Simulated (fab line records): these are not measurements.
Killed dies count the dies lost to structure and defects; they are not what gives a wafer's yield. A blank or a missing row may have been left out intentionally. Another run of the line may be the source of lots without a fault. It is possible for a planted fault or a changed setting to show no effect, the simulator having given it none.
A struck lot beside a sound one    flow n5 finfet    21 steps out of a route of 1938
Sound: these wafers, L417.2, L417.3, L417.4. Wafers L412.1, L412.2, L412.6 were the ones struck. At the end, the cause is stated.
Per side, at each step with rows, come the tool, then ch with its chambers, and then its first start. Under that, the readings that differ: sound wafers    struck wafers    difference of the means    sigmas: that difference in standard deviations of wafers without a fault.
alike: a reading whose means differ by less than 2 such deviations, as well as words and numbers matching on both sides. not compared: withheld readings; readings where some wafer has no value; bounds like >300 that might hide an equal value; numbers whose values overlap and for which the record gives no deviation.
The two part at a step that has a row with sigmas, a row that says differs or no value, or rows on one side only. Numbers that don't overlap but have no deviation are shown without sigmas and don't part them. A reading missing from all wafers of one side parts the sides only when that side holds two or more wafers.

first, 10 steps without rows for these wafers: N5_SD_EPI_N_SRD_20 (time 30 s); N5_SD_EPI_N_PRECLEAN_48 (cleans in NF3:NH3, afs cycles 2, time 20 s, sublimation time 60 s); N5_SD_EPI_N_VAPOR_ETCH_50 (etches Si in HCl, time 54 s); N5_SD_EPI_N_EPI_21 (deposits Si:P, time 690 s); N5_SD_EPI_N_PRECLEAN_24 (cleans in O3/DIW, time 60 s); N5_SD_EPI_N_SRD_25 (time 30 s); N5_SD_EPI_N_PRECLEAN_49 (cleans in NF3:NH3, afs cycles 1, time 20 s, sublimation time 60 s); N5_SD_EPI_N_LINER_46 (material SiNx, target thk 3 nm); N5_SD_EPI_P_COAT_34 (time 60 s, resist thk 350 nm); N5_SD_EPI_P_COAT_35 (time 60 s, resist thk 35 nm).
N5_SD_EPI_P_COAT_03: resist thk 150 nm.
  sound on litho track-05 ch 0, day 8 14:59; struck on litho track-04 ch 0, day 7 07:19
reading                                              sound                 struck                difference  sigmas
spin speed rpm (rpm)                                 1499.6 1499.9 1499.6  1466.9 1466.4 1466.4  -33.1       -39
model.CAR-ArF-block_of_SD_EPI_P_COAT_03.thk nm (nm)  149.6 149.8 150.4     151.6 151.8 151.2     +1.6        
then, 6 steps without rows for these wafers: N5_SD_EPI_P_EBR_05; N5_SD_EPI_P_SOFTBAKE_04 (time 60 s); N5_SD_EPI_P_EXPOSE_06 (exposes mask SD P BLK, target cd 240 nm); N5_SD_EPI_P_PEB_07 (peb time 60 s); N5_SD_EPI_P_DEVELOP_08 (develop time 30 s); N5_SD_EPI_P_DESCUM_14 (chemistry O2, time 7.9 s).
N5_SD_EPI_P_ETCH_36: etches SiARC in CF4, target depth 45.5 nm, time 75.8 s.
  sound on rie diel-04 ch 0,2,3, day 8 15:28; struck on rie diel-04 ch 1,2, day 7 07:48
reading                                              sound              struck             difference  sigmas
model.CAR-ArF-block_of_SD_EPI_P_COAT_03.thk nm (nm)  110.6 110.8 111.4  112.6 112.8 112.2  +1.6        
  alike: cf4 flow sccm, drypump motor current A, etch rf on time s, oes product au, rf vpp V, showerhead plenum p Torr, throttle valve pct
  not compared: rf hours counter h
then, 1 step without rows for these wafers: N5_SD_EPI_P_ETCH_37 (etches SOC in N2/H2, overetch 108 nm, time 486 s).
-- the record jumps here: 4 days lie between the struck wafers' starts before and after (it left off in module SD_EPI_P and takes up again in module BEOL_M4, whose first step shown is number 1111 of the route) --
N5_BEOL_M4_RC_MEAS_101:
  sound on prober-01 ch 0, day 14 05:07; struck on prober-01 ch 0, day 11 17:53
  alike: DIBL_N, DIBL_P, IOFF_N, IOFF_P, ION_N, ION_P, SS_N, SS_P, VT_N, VT_P
-- a jump in the record: the struck wafers' starts before and after are 4 days apart (it breaks off in module BEOL_M4 and resumes in module PASSIVATION, where the first step shown is number 1936 of the route) --
N5_PASSIVATION_PROBE_49:
  only the struck wafers here have rows in the record (prober-01, day 16 05:20); the sound ones have none

## WHERE THEY PART
Earliest at N5_SD_EPI_P_COAT_03; latest, in this record, at N5_PASSIVATION_PROBE_49.

WHY: what had been put in by the simulator
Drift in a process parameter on litho track-04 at N5_SD_EPI_P_COAT_03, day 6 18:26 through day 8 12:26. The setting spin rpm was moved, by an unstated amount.
